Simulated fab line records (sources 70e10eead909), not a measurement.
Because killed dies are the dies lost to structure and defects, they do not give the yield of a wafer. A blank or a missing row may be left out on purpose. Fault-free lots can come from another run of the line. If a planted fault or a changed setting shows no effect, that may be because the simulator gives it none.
Chamber matching / flow nand-harc / cmp-01 running NHARC_P_CONTACT_CMP_01: 4 sister chambers
The step polishes SiO2, target thk 200 nm. 4 wafers are shown with their chamber, then 7 later ones without.

EACH WAFER AND ITS CHAMBER
wafer=L087.1; chamber=1; motor-current-A (A)=13.8
wafer=L087.4; chamber=2; motor-current-A (A)=11.0
wafer=L094.1; chamber=3; motor-current-A (A)=12.5
wafer=L094.2; chamber=0; motor-current-A (A)=11.5

WAFERS WITH NO CHAMBER GIVEN
wafer=L094.6; motor-current-A (A)=13.7
wafer=L096.1; motor-current-A (A)=12.7
wafer=L096.2; motor-current-A (A)=14.2
wafer=L096.4; motor-current-A (A)=10.4
wafer=L097.1; motor-current-A (A)=12.2
wafer=L097.2; motor-current-A (A)=10.1
wafer=L097.4; motor-current-A (A)=11.7

THE CHAMBER EACH PASSED THROUGH
wafer=L094.6; from the rows above=1; in truth=1
wafer=L096.1; from the rows above=can't be placed: 3 or 1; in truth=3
wafer=L096.2; from the rows above=1; in truth=1
wafer=L096.4; from the rows above=can't be placed: 2 or 0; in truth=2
wafer=L097.1; from the rows above=can't be placed: 3 or 0 or 2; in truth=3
wafer=L097.2; from the rows above=can't be placed: 2 or 0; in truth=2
wafer=L097.4; from the rows above=can't be placed: 0 or 2 or 3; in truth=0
2 of 7 placed correctly. Unplaceable from these rows: 5, with the true chamber sitting among the candidates in 5. Wrongly placed: 0.
How it was worked out, from the rows above alone: a wafer's distance from a chamber is the root of the sum, over the readings, of the square of ((its reading less the chamber's mean) divided by the reading's scatter). If the next closest chamber is less than 2 further off than the closest, the wafer can't be placed; otherwise it belongs to the closest. The mean given for a chamber averages the wafers shown for that chamber. The scatter: with one shown wafer a chamber, the root of the mean of the squares of how far each hidden wafer lies from its nearest shown one.
